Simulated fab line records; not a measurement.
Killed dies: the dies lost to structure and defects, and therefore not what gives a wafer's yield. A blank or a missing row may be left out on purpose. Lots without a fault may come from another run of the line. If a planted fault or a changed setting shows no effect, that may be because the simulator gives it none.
Split-lot experiment | flow n5 finfet | 7 lots, 21 wafers read, on a route of 1938 steps

## THE SPLIT ITSELF
At N5_BEOL_M3_COAT_22 (resist thk 30 nm), the setting spin rpm was moved away from the recipe's 1500 rpm on 9 of the 21 wafers read, by -11.1% to +9.5%. This setting was run at the recipe's value on the other wafers.

## FROM THE SPLIT TO THE READING: what the file shows between them, 2 steps
- N5_BEOL_M3_EBR_24
- N5_BEOL_M3_SOFTBAKE_23: time 60 s

## THE READING
CAR-EUV_of_BEOL_M3_COAT_22.thk nm (the simulator's own value, which no gauge read), in nm, at N5_BEOL_M3_DESCUM_33 (chemistry O2, time 7 s). The file does not state a usual value for it. Average 26.0 nm, standard deviation 0.11 nm, over the 12 wafers here run with the recipe.

wafer  | tool, chamber at the split | spin rpm as run, rpm | against the recipe | CAR-EUV_of_BEOL_M3_COAT_22.thk nm, nm | against lot-mates on the recipe
L074.4 | litho track-03, 0          | 1500                 | recipe             | 26                                    | -
L074.5 | litho track-03, 0          | 1643                 | +9.5%              | 24.8                                  | -1.2
L074.6 | litho track-03, 0          | 1643                 | +9.5%              | 24.6                                  | -1.4
L075.2 | litho track-05, 0          | 1500                 | recipe             | 26                                    | -
L075.3 | litho track-05, 0          | 1500                 | recipe             | 26                                    | -
L075.4 | litho track-05, 0          | 1500                 | recipe             | 26                                    | -
L084.3 | litho track-04, 0          | 1500                 | recipe             | 26.2                                  | -
L084.5 | litho track-04, 0          | 1500                 | recipe             | 26                                    | -
L084.6 | litho track-04, 0          | 1500                 | recipe             | 26                                    | -
L088.1 | litho track-05, 0          | 1500                 | recipe             | 25.8                                  | -
L088.5 | litho track-05, 0          | 1500                 | recipe             | 25.8                                  | -
L088.3 | litho track-05, 0          | 1500                 | recipe             | 26                                    | -
L091.1 | litho track-05, 0          | 1333                 | -11.1%             | 28                                    | no lot-mate on the recipe
L091.2 | litho track-05, 0          | 1333                 | -11.1%             | 27.8                                  | no lot-mate on the recipe
L091.5 | litho track-05, 0          | 1333                 | -11.1%             | 27.8                                  | no lot-mate on the recipe
L093.1 | litho track-04, 0          | 1343                 | -10.5%             | 27.6                                  | +1.8
L093.2 | litho track-04, 0          | 1343                 | -10.5%             | 27.8                                  | +2.0
L093.5 | litho track-04, 0          | 1500                 | recipe             | 25.8                                  | -
L097.4 | litho track-04, 0          | 1595                 | +6.3%              | 25.2                                  | -0.8
L097.5 | litho track-04, 0          | 1595                 | +6.3%              | 25.2                                  | -0.8
L097.6 | litho track-04, 0          | 1500                 | recipe             | 26                                    | -

FIT RESULTS
A straight line over all 21 wafers: CAR-EUV_of_BEOL_M3_COAT_22.thk nm changes by -0.155 nm for each +1% of spin rpm; r = -0.99; the points scatter about the line by 0.14 nm.
The same after taking each lot's own level away (the mean of its wafers on the recipe; 18 wafers): -0.157 nm for each +1%; r = -0.99; scatter 0.13 nm.
The reading moves by 1.7 nm for the largest change in spin rpm, on that fit.
Measured against the standard deviation above, the lots' own levels, which go from 25.80 to 26.07 nm, span 2.4 times it.
Consequently the slope shifts little with the lot-to-lot level, the two slopes agreeing.
Check: with one of the wafers moved furthest among these (-10.5%) left out of the fit, the line predicts +1.67 nm for it against its lot-mates. It came out at +1.8 nm against them.

## THE WHOLE CHAIN: every reading that the file lists as answering this split, in the file's order
step                 | what it does           | reading                                                                            | change (the file's fit)               | r (the file's)
N5_BEOL_M3_COAT_22   | resist thk 30 nm       | CAR-EUV_of_BEOL_M3_COAT_22.thk nm (the simulator's own value, which no gauge read) | -0.162 nm for each +1% of the setting | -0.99
N5_BEOL_M3_DESCUM_33 | chemistry O2, time 7 s | CAR-EUV_of_BEOL_M3_COAT_22.thk nm (the simulator's own value, which no gauge read) | -0.155 nm for each +1% of the setting | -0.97

## FILE'S OWN FIT
CAR-EUV_of_BEOL_M3_COAT_22.thk nm changes by -0.155 nm for each +1% of spin rpm, r = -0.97.
